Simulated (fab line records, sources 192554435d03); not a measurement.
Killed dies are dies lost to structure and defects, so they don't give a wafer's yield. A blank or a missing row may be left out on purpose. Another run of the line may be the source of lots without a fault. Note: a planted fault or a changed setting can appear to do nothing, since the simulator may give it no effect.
Which of the tools did it? -- flow n5 finfet -- 12 lots, 36 wafers sampled, at 1 step of a route of 1938

== WHAT EACH GAUGE READ, for each wafer ==
N5_BEOL_M6_OVL_MEAS_12.
lot,measured,on,M6_OVL (nm)
L075,day 8 21:26,overlay-01,1.1 1.1 0.9
L077,day 9 02:23,overlay-02,-0.3 -0.3 -1.8
L079,day 9 18:08,overlay-02,0.4 -0.1 0.7
L081,day 10 08:44,overlay-01,-0.2 0.6 0.3
L083,day 10 15:49,overlay-01,-0.3 -0.5 -0.1
L084,day 10 19:45,overlay-01,-1.1 0.2 -0.2
L089,day 12 01:27,overlay-01,-0.1 0.5 1.0
L088,day 12 16:17,overlay-01,0.2 -0.3 -0.2
L090,day 13 14:32,overlay-02,0.8 -0.1 1.0
L093,day 14 21:29,overlay-02,0.6 0.5 1.3
L094,day 14 21:53,overlay-01,-0.7 0.9 -0.1
L095,day 15 23:46,overlay-01,0.9 -0.4 0.1

== TOOL THAT RAN EACH LOT (tool first, then ch and the chambers of the sampled wafers, then the start) ==
The record holds no process step before these readings.

== THE ANSWER, worked out from the rows above alone ==
Rule: usual is defined by the lots themselves. Put in order of their means at a reading, lots are off if they are a third of the lots or fewer, leave a main group of 4 or more, and stand apart from it by a gap of 3 or more times the standard deviation of the main group's means; of several such gaps the widest counts. A main group is skipped when, at the precision printed for the reading in the tables above, its means are all equal. Also off: a lot with no number at a reading for which 4 or more lots have one. Where the step has rows for the other lots, those lots are counted as sound.
No lot is off at any reading shown: from this, nothing can be told.

== WHAT THE SIMULATOR HAD PUT IN ==
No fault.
